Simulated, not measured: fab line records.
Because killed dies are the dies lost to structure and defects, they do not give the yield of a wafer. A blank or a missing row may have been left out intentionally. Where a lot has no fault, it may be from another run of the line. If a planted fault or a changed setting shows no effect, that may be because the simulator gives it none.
The tool behind it: which one? || flow n5-finfet || 30 wafers from 10 lots sampled at 5 of the route's 1938 steps

== WHAT THE GAUGES SHOWED, per wafer ==
Not one reading of a measure or inspect step in the record can be checked against a usual standard deviation.

== TOOL THAT RAN EACH LOT (tool first, then ch and the chambers of the sampled wafers, then the start) ==
{"lot": "L440", "N5_BEOL_M9_ETCH_62": "rie-diel-06 ch 0,1,3, day 10 04:13", "N5_PASSIVATION_PASS_ETCH_74": "rie-diel-02 ch 0,1,2, day 13 01:25", "N5_PASSIVATION_DESCUM_32": "rie-diel-05 ch 0,1,2, day 13 03:13", "N5_PASSIVATION_AL_ETCH_33": "rie-metal-03 ch 0,1, day 13 03:26", "N5_PASSIVATION_PROBE_49": "-"}
{"lot": "L443", "N5_BEOL_M9_ETCH_62": "rie-diel-06 ch 0,2,3, day 10 16:11", "N5_PASSIVATION_PASS_ETCH_74": "rie-diel-02 ch 0,1,2, day 13 04:49", "N5_PASSIVATION_DESCUM_32": "rie-diel-03 ch 0,1, day 13 06:49", "N5_PASSIVATION_AL_ETCH_33": "rie-metal-01 ch 0,1, day 13 07:02", "N5_PASSIVATION_PROBE_49": "-"}
{"lot": "L444", "N5_BEOL_M9_ETCH_62": "rie-diel-04 ch 1,2,3, day 10 18:56", "N5_PASSIVATION_PASS_ETCH_74": "rie-diel-06 ch 1,2, day 13 05:52", "N5_PASSIVATION_DESCUM_32": "rie-diel-01 ch 0,2,3, day 13 07:18", "N5_PASSIVATION_AL_ETCH_33": "rie-metal-02 ch 0,1, day 13 07:23", "N5_PASSIVATION_PROBE_49": "-"}
{"lot": "L447", "N5_BEOL_M9_ETCH_62": "rie-diel-06 ch 1,2, day 12 05:09", "N5_PASSIVATION_PASS_ETCH_74": "rie-diel-06 ch 1,3, day 14 07:56", "N5_PASSIVATION_DESCUM_32": "rie-diel-01 ch 0,1,2, day 14 09:17", "N5_PASSIVATION_AL_ETCH_33": "rie-metal-01 ch 0, day 14 09:23", "N5_PASSIVATION_PROBE_49": "-"}
{"lot": "L448", "N5_BEOL_M9_ETCH_62": "rie-diel-06 ch 0,1,2, day 12 09:34", "N5_PASSIVATION_PASS_ETCH_74": "rie-diel-04 ch 0,1,2, day 14 13:54", "N5_PASSIVATION_DESCUM_32": "rie-diel-03 ch 0,1, day 14 15:41", "N5_PASSIVATION_AL_ETCH_33": "rie-metal-03 ch 0,1, day 14 15:46", "N5_PASSIVATION_PROBE_49": "prober-01, day 14 20:43"}
{"lot": "L449", "N5_BEOL_M9_ETCH_62": "rie-diel-06 ch 0,2,3, day 12 17:17", "N5_PASSIVATION_PASS_ETCH_74": "rie-diel-04 ch 0,1,3, day 14 21:16", "N5_PASSIVATION_DESCUM_32": "rie-diel-05 ch 0,1,3, day 14 22:54", "N5_PASSIVATION_AL_ETCH_33": "rie-metal-03 ch 0,1, day 14 22:59", "N5_PASSIVATION_PROBE_49": "-"}
{"lot": "L450", "N5_BEOL_M9_ETCH_62": "rie-diel-06 ch 0,2,3, day 12 19:04", "N5_PASSIVATION_PASS_ETCH_74": "rie-diel-04 ch 0,1,2, day 15 04:16", "N5_PASSIVATION_DESCUM_32": "rie-diel-05 ch 0,1,3, day 15 06:56", "N5_PASSIVATION_AL_ETCH_33": "rie-metal-03 ch 0,1, day 15 07:10", "N5_PASSIVATION_PROBE_49": "prober-02, day 15 12:13"}
{"lot": "L452", "N5_BEOL_M9_ETCH_62": "rie-diel-06 ch 0,1,2, day 13 05:38", "N5_PASSIVATION_PASS_ETCH_74": "rie-diel-06 ch 1,2,3, day 15 13:23", "N5_PASSIVATION_DESCUM_32": "rie-diel-05 ch 1,3, day 15 15:07", "N5_PASSIVATION_AL_ETCH_33": "rie-metal-03 ch 0,1, day 15 15:13", "N5_PASSIVATION_PROBE_49": "prober-01, day 15 19:57"}
{"lot": "L455", "N5_BEOL_M9_ETCH_62": "rie-diel-02 ch 2,3, day 13 17:16", "N5_PASSIVATION_PASS_ETCH_74": "rie-diel-06 ch 1,2,3, day 15 18:49", "N5_PASSIVATION_DESCUM_32": "rie-diel-01 ch 1,3, day 15 20:50", "N5_PASSIVATION_AL_ETCH_33": "rie-metal-01 ch 0,1, day 15 20:55", "N5_PASSIVATION_PROBE_49": "-"}
{"lot": "L457", "N5_BEOL_M9_ETCH_62": "rie-diel-04 ch 0,1,3, day 14 05:18", "N5_PASSIVATION_PASS_ETCH_74": "rie-diel-04 ch 0,1,2, day 16 12:44", "N5_PASSIVATION_DESCUM_32": "rie-diel-03 ch 1,2,3, day 16 14:30", "N5_PASSIVATION_AL_ETCH_33": "rie-metal-01 ch 0,1, day 16 14:35", "N5_PASSIVATION_PROBE_49": "-"}
- N5_BEOL_M9_ETCH_62: etches SOC in N2/H2, target depth 110 nm, overetch 22 nm, time 165 s.
- N5_PASSIVATION_PASS_ETCH_74: etches SiNx in CF4/O2, target depth 220 nm, time 110 s.
- N5_PASSIVATION_DESCUM_32: chemistry O2, time 7.9 s.
- N5_PASSIVATION_AL_ETCH_33: etches Al in Cl2/BCl3, stops on TaN, target depth 2800 nm, time 466.7 s.
- N5_PASSIVATION_PROBE_49

== AS READ BY THE TOOLS THEMSELVES (means over the sampled wafers that have a number; for cases with no such wafer, the mark the record gives instead) ==
N5_BEOL_M9_ETCH_62. Usual: drypump-motor-current-A 5.84 A, standard deviation 0.27; oes-product-au 0.67 a.u., standard deviation 0.07; rf-vpp-V 524.0 V, standard deviation 2.3; showerhead-plenum-p-Torr 2.55 Torr, standard deviation 0.081; throttle-valve-pct 17.89 %, standard deviation 0.28.
{"lot": "L440", "tool": "rie-diel-06", "drypump-motor-current-A (A)": 5.98, "oes-product-au (a.u.)": 0.61, "rf-vpp-V (V)": 524.0, "showerhead-plenum-p-Torr (Torr)": 2.55, "throttle-valve-pct (%)": 17.98, "flag": ""}
{"lot": "L443", "tool": "rie-diel-06", "drypump-motor-current-A (A)": 5.92, "oes-product-au (a.u.)": 0.62, "rf-vpp-V (V)": 524.2, "showerhead-plenum-p-Torr (Torr)": 2.56, "throttle-valve-pct (%)": 18.03, "flag": ""}
{"lot": "L444", "tool": "rie-diel-04", "drypump-motor-current-A (A)": 5.84, "oes-product-au (a.u.)": 0.70, "rf-vpp-V (V)": 525.0, "showerhead-plenum-p-Torr (Torr)": 2.57, "throttle-valve-pct (%)": 17.76, "flag": ""}
{"lot": "L447", "tool": "rie-diel-06", "drypump-motor-current-A (A)": 5.83, "oes-product-au (a.u.)": 0.67, "rf-vpp-V (V)": 526.0, "showerhead-plenum-p-Torr (Torr)": 2.62, "throttle-valve-pct (%)": 17.84, "flag": ""}
{"lot": "L448", "tool": "rie-diel-06", "drypump-motor-current-A (A)": 5.84, "oes-product-au (a.u.)": 0.73, "rf-vpp-V (V)": 525.8, "showerhead-plenum-p-Torr (Torr)": 2.61, "throttle-valve-pct (%)": 17.72, "flag": ""}
{"lot": "L449", "tool": "rie-diel-06", "drypump-motor-current-A (A)": 5.93, "oes-product-au (a.u.)": 0.68, "rf-vpp-V (V)": 524.2, "showerhead-plenum-p-Torr (Torr)": 2.56, "throttle-valve-pct (%)": 17.92, "flag": ""}
{"lot": "L450", "tool": "rie-diel-06", "drypump-motor-current-A (A)": 5.93, "oes-product-au (a.u.)": 0.68, "rf-vpp-V (V)": 524.2, "showerhead-plenum-p-Torr (Torr)": 2.56, "throttle-valve-pct (%)": 17.92, "flag": ""}
{"lot": "L452", "tool": "rie-diel-06", "drypump-motor-current-A (A)": 5.86, "oes-product-au (a.u.)": 0.71, "rf-vpp-V (V)": 524.6, "showerhead-plenum-p-Torr (Torr)": 2.61, "throttle-valve-pct (%)": 17.74, "flag": ""}
{"lot": "L455", "tool": "rie-diel-02", "drypump-motor-current-A (A)": 5.40, "oes-product-au (a.u.)": 0.68, "rf-vpp-V (V)": 522.4, "showerhead-plenum-p-Torr (Torr)": 2.48, "throttle-valve-pct (%)": 17.73, "flag": ""}
{"lot": "L457", "tool": "rie-diel-04", "drypump-motor-current-A (A)": 5.85, "oes-product-au (a.u.)": 0.66, "rf-vpp-V (V)": 525.9, "showerhead-plenum-p-Torr (Torr)": 2.61, "throttle-valve-pct (%)": 18.15, "flag": ""}

N5_PASSIVATION_PASS_ETCH_74. Usual: value, then standard deviation, for each; cf4-flow-sccm 100.0 sccm / 0.31; drypump-motor-current-A 5.83 A / 0.28; mfc-ar-sccm 100.0 sccm / 0.3; oes-product-au 0.79 a.u. / 0.09; rf-vpp-V 241.4 V / 2.2; showerhead-plenum-p-Torr 2.21 Torr / 0.066; throttle-valve-pct 16.06 % / 0.28.
{"lot": "L440", "tool": "rie-diel-02", "cf4-flow-sccm (sccm)": 100.2, "drypump-motor-current-A (A)": 5.77, "mfc-ar-sccm (sccm)": 100.0, "oes-product-au (a.u.)": 0.72, "rf-vpp-V (V)": 240.2, "showerhead-plenum-p-Torr (Torr)": 2.16, "throttle-valve-pct (%)": 16.19, "flag": ""}
{"lot": "L443", "tool": "rie-diel-02", "cf4-flow-sccm (sccm)": 100.2, "drypump-motor-current-A (A)": 5.77, "mfc-ar-sccm (sccm)": 100.1, "oes-product-au (a.u.)": 0.72, "rf-vpp-V (V)": 240.2, "showerhead-plenum-p-Torr (Torr)": 2.16, "throttle-valve-pct (%)": 16.20, "flag": ""}
{"lot": "L444", "tool": "rie-diel-06", "cf4-flow-sccm (sccm)": 99.9, "drypump-motor-current-A (A)": 5.82, "mfc-ar-sccm (sccm)": 100.1, "oes-product-au (a.u.)": 0.78, "rf-vpp-V (V)": 244.3, "showerhead-plenum-p-Torr (Torr)": 2.26, "throttle-valve-pct (%)": 16.05, "flag": ""}
{"lot": "L447", "tool": "rie-diel-06", "cf4-flow-sccm (sccm)": 100.2, "drypump-motor-current-A (A)": 6.02, "mfc-ar-sccm (sccm)": 99.9, "oes-product-au (a.u.)": 0.85, "rf-vpp-V (V)": 244.7, "showerhead-plenum-p-Torr (Torr)": 2.21, "throttle-valve-pct (%)": 15.84, "flag": ""}
{"lot": "L448", "tool": "rie-diel-04", "cf4-flow-sccm (sccm)": 99.9, "drypump-motor-current-A (A)": 5.99, "mfc-ar-sccm (sccm)": 100.1, "oes-product-au (a.u.)": 0.82, "rf-vpp-V (V)": 241.7, "showerhead-plenum-p-Torr (Torr)": 2.25, "throttle-valve-pct (%)": 15.95, "flag": ""}
{"lot": "L449", "tool": "rie-diel-04", "cf4-flow-sccm (sccm)": 100.0, "drypump-motor-current-A (A)": 5.85, "mfc-ar-sccm (sccm)": 100.0, "oes-product-au (a.u.)": 0.77, "rf-vpp-V (V)": 240.2, "showerhead-plenum-p-Torr (Torr)": 2.26, "throttle-valve-pct (%)": 16.26, "flag": ""}
{"lot": "L450", "tool": "rie-diel-04", "cf4-flow-sccm (sccm)": 99.7, "drypump-motor-current-A (A)": 5.97, "mfc-ar-sccm (sccm)": 100.0, "oes-product-au (a.u.)": 0.82, "rf-vpp-V (V)": 240.9, "showerhead-plenum-p-Torr (Torr)": 2.24, "throttle-valve-pct (%)": 15.97, "flag": ""}
{"lot": "L452", "tool": "rie-diel-06", "cf4-flow-sccm (sccm)": 99.9, "drypump-motor-current-A (A)": 5.96, "mfc-ar-sccm (sccm)": 100.1, "oes-product-au (a.u.)": 0.77, "rf-vpp-V (V)": 244.0, "showerhead-plenum-p-Torr (Torr)": 2.21, "throttle-valve-pct (%)": 16.06, "flag": ""}
{"lot": "L455", "tool": "rie-diel-06", "cf4-flow-sccm (sccm)": 99.9, "drypump-motor-current-A (A)": 5.96, "mfc-ar-sccm (sccm)": 100.0, "oes-product-au (a.u.)": 0.78, "rf-vpp-V (V)": 243.3, "showerhead-plenum-p-Torr (Torr)": 2.21, "throttle-valve-pct (%)": 16.07, "flag": ""}
{"lot": "L457", "tool": "rie-diel-04", "cf4-flow-sccm (sccm)": 99.9, "drypump-motor-current-A (A)": 5.96, "mfc-ar-sccm (sccm)": 99.9, "oes-product-au (a.u.)": 0.81, "rf-vpp-V (V)": 240.7, "showerhead-plenum-p-Torr (Torr)": 2.24, "throttle-valve-pct (%)": 15.98, "flag": ""}

N5_PASSIVATION_DESCUM_32. Usual: drypump-motor-current-A 5.8 A, standard deviation 0.47; oes-product-au 0.81 a.u., standard deviation 0.089; rf-vpp-V 243.4 V, standard deviation 1.3; showerhead-plenum-p-Torr 2.10 Torr, standard deviation 0.075; throttle-valve-pct 20.27 %, standard deviation 0.19.
{"lot": "L440", "tool": "rie-diel-05", "drypump-motor-current-A (A)": 5.9, "oes-product-au (a.u.)": 0.84, "rf-vpp-V (V)": 243.6, "showerhead-plenum-p-Torr (Torr)": 2.09, "throttle-valve-pct (%)": 20.33, "flag": ""}
{"lot": "L443", "tool": "rie-diel-03", "drypump-motor-current-A (A)": 6.1, "oes-product-au (a.u.)": 0.81, "rf-vpp-V (V)": 242.2, "showerhead-plenum-p-Torr (Torr)": 2.09, "throttle-valve-pct (%)": 20.31, "flag": ""}
{"lot": "L444", "tool": "rie-diel-01", "drypump-motor-current-A (A)": 5.3, "oes-product-au (a.u.)": 0.81, "rf-vpp-V (V)": 244.5, "showerhead-plenum-p-Torr (Torr)": 2.18, "throttle-valve-pct (%)": 20.08, "flag": ""}
{"lot": "L447", "tool": "rie-diel-01", "drypump-motor-current-A (A)": 5.7, "oes-product-au (a.u.)": 0.78, "rf-vpp-V (V)": 242.4, "showerhead-plenum-p-Torr (Torr)": 2.10, "throttle-valve-pct (%)": 20.16, "flag": ""}
{"lot": "L448", "tool": "rie-diel-03", "drypump-motor-current-A (A)": 6.1, "oes-product-au (a.u.)": 0.80, "rf-vpp-V (V)": 243.5, "showerhead-plenum-p-Torr (Torr)": 2.08, "throttle-valve-pct (%)": 20.32, "flag": ""}
{"lot": "L449", "tool": "rie-diel-05", "drypump-motor-current-A (A)": 5.6, "oes-product-au (a.u.)": 0.82, "rf-vpp-V (V)": 243.3, "showerhead-plenum-p-Torr (Torr)": 2.08, "throttle-valve-pct (%)": 20.33, "flag": ""}
{"lot": "L450", "tool": "rie-diel-05", "drypump-motor-current-A (A)": 5.6, "oes-product-au (a.u.)": 0.81, "rf-vpp-V (V)": 243.2, "showerhead-plenum-p-Torr (Torr)": 2.08, "throttle-valve-pct (%)": 20.35, "flag": ""}
{"lot": "L452", "tool": "rie-diel-05", "drypump-motor-current-A (A)": 5.9, "oes-product-au (a.u.)": 0.81, "rf-vpp-V (V)": 242.0, "showerhead-plenum-p-Torr (Torr)": 2.04, "throttle-valve-pct (%)": 20.36, "flag": ""}
{"lot": "L455", "tool": "rie-diel-01", "drypump-motor-current-A (A)": 5.8, "oes-product-au (a.u.)": 0.90, "rf-vpp-V (V)": 245.3, "showerhead-plenum-p-Torr (Torr)": 2.22, "throttle-valve-pct (%)": 20.08, "flag": ""}
{"lot": "L457", "tool": "rie-diel-03", "drypump-motor-current-A (A)": 6.2, "oes-product-au (a.u.)": 0.79, "rf-vpp-V (V)": 244.2, "showerhead-plenum-p-Torr (Torr)": 2.10, "throttle-valve-pct (%)": 20.32, "flag": ""}

N5_PASSIVATION_AL_ETCH_33. Usual: drypump-motor-current-A 5.8 A, standard deviation 0.44; mfc-cl2-sccm 179.9 sccm, standard deviation 0.46; oes-product-au 0.68 a.u., standard deviation 0.056; throttle-valve-pct 34.15 %, standard deviation 0.085.
{"lot": "L440", "tool": "rie-metal-03", "drypump-motor-current-A (A)": 5.5, "mfc-cl2-sccm (sccm)": 179.9, "oes-product-au (a.u.)": 0.66, "throttle-valve-pct (%)": 34.13, "flag": ""}
{"lot": "L443", "tool": "rie-metal-01", "drypump-motor-current-A (A)": 6.3, "mfc-cl2-sccm (sccm)": 180.1, "oes-product-au (a.u.)": 0.69, "throttle-valve-pct (%)": 34.17, "flag": ""}
{"lot": "L444", "tool": "rie-metal-02", "drypump-motor-current-A (A)": 5.6, "mfc-cl2-sccm (sccm)": 180.0, "oes-product-au (a.u.)": 0.68, "throttle-valve-pct (%)": 34.17, "flag": ""}
{"lot": "L447", "tool": "rie-metal-01", "drypump-motor-current-A (A)": 6.6, "mfc-cl2-sccm (sccm)": 180.6, "oes-product-au (a.u.)": 0.70, "throttle-valve-pct (%)": 34.26, "flag": ""}
{"lot": "L448", "tool": "rie-metal-03", "drypump-motor-current-A (A)": 5.4, "mfc-cl2-sccm (sccm)": 179.9, "oes-product-au (a.u.)": 0.69, "throttle-valve-pct (%)": 34.18, "flag": ""}
{"lot": "L449", "tool": "rie-metal-03", "drypump-motor-current-A (A)": 5.5, "mfc-cl2-sccm (sccm)": 180.1, "oes-product-au (a.u.)": 0.65, "throttle-valve-pct (%)": 34.11, "flag": ""}
{"lot": "L450", "tool": "rie-metal-03", "drypump-motor-current-A (A)": 5.5, "mfc-cl2-sccm (sccm)": 179.9, "oes-product-au (a.u.)": 0.65, "throttle-valve-pct (%)": 34.12, "flag": ""}
{"lot": "L452", "tool": "rie-metal-03", "drypump-motor-current-A (A)": 5.5, "mfc-cl2-sccm (sccm)": 179.8, "oes-product-au (a.u.)": 0.65, "throttle-valve-pct (%)": 34.11, "flag": ""}
{"lot": "L455", "tool": "rie-metal-01", "drypump-motor-current-A (A)": 6.3, "mfc-cl2-sccm (sccm)": 179.8, "oes-product-au (a.u.)": 0.68, "throttle-valve-pct (%)": 34.20, "flag": ""}
{"lot": "L457", "tool": "rie-metal-01", "drypump-motor-current-A (A)": 6.1, "mfc-cl2-sccm (sccm)": 179.8, "oes-product-au (a.u.)": 0.66, "throttle-valve-pct (%)": 34.09, "flag": ""}

N5_PASSIVATION_PROBE_49. Usual: defect-limited-yield 91.0 %, standard deviation 1.5; killed_at_M0_to_M3 36, standard deviation 12; killed_at_M4_up 14, standard deviation 5.5; killed-at-contacts 11, standard deviation 4.8; killed-at-front-end 42, standard deviation 12; killed-at-other 3.7, standard deviation 2.7; killed-dies 106, standard deviation 18; killed-on-rim 13, standard deviation 4.5; killed-open 70, standard deviation 13; killed-short 35, standard deviation 8.2; sort_bin_5_function 5.3 %, standard deviation 1; sort_bin_6_memory 3.3 %, standard deviation 0.69; sort-n-pass 1074, standard deviation 18; sort-yield-pct 91.0 %, standard deviation 1.5.
{"lot": "L448", "tool": "prober-01", "defect-limited-yield (%)": 89.5, "killed_at_M0_to_M3": 43, "killed_at_M4_up": 17, "killed-at-contacts": 8, "killed-at-front-end": 50, "killed-at-other": 5.7, "killed-dies": 124, "killed-on-rim": 17, "killed-open": 81, "killed-short": 39, "sort_bin_5_function (%)": 6.1, "sort_bin_6_memory (%)": 4.2, "sort-n-pass": 1056, "sort-yield-pct (%)": 89.5, "flag": ""}
{"lot": "L450", "tool": "prober-02", "defect-limited-yield (%)": 86.0, "killed_at_M0_to_M3": 25, "killed_at_M4_up": 91, "killed-at-contacts": 8, "killed-at-front-end": 38, "killed-at-other": 2.7, "killed-dies": 165, "killed-on-rim": 20, "killed-open": 61, "killed-short": 31, "sort_bin_5_function (%)": 8.8, "sort_bin_6_memory (%)": 3.6, "sort-n-pass": 1015, "sort-yield-pct (%)": 86.0, "flag": "OFF"}
{"lot": "L452", "tool": "prober-01", "defect-limited-yield (%)": 85.4, "killed_at_M0_to_M3": 33, "killed_at_M4_up": 80, "killed-at-contacts": 9, "killed-at-front-end": 47, "killed-at-other": 3.3, "killed-dies": 173, "killed-on-rim": 19, "killed-open": 66, "killed-short": 32, "sort_bin_5_function (%)": 9.6, "sort_bin_6_memory (%)": 3.8, "sort-n-pass": 1007, "sort-yield-pct (%)": 85.4, "flag": "OFF"}

== THE ANSWER, worked out from the rows above alone ==
Rule: lot off if the mean of its wafers having a number is beyond 3 standard deviations from the usual mean. Also off: a lot with no number at a reading for which 4 or more lots have one. All remaining lots with rows at the step are treated as sound. After the gauges, taken in route order, come the tools' own readings; for these a lot's mean is taken, as printed above. At the first step where some lot is off, the reading lying furthest off is the one used; lots without a number count as furthest.
Off: L450, L452, at N5_PASSIVATION_PROBE_49 (killed_at_M4_up). Neither off nor sound, because the step has no rows for them: L440, L443, L444, L447, L449, L455, L457.
A tool fits if, at that step or a process step before it, it ran every lot that is off, and no sound lot after the first of them. Can't be told from this: 3 tools fit, rie-diel-06 at N5_BEOL_M9_ETCH_62, rie-diel-05 at N5_PASSIVATION_DESCUM_32, rie-metal-03 at N5_PASSIVATION_AL_ETCH_33.

== WHAT THE SIMULATOR HAD PUT IN ==
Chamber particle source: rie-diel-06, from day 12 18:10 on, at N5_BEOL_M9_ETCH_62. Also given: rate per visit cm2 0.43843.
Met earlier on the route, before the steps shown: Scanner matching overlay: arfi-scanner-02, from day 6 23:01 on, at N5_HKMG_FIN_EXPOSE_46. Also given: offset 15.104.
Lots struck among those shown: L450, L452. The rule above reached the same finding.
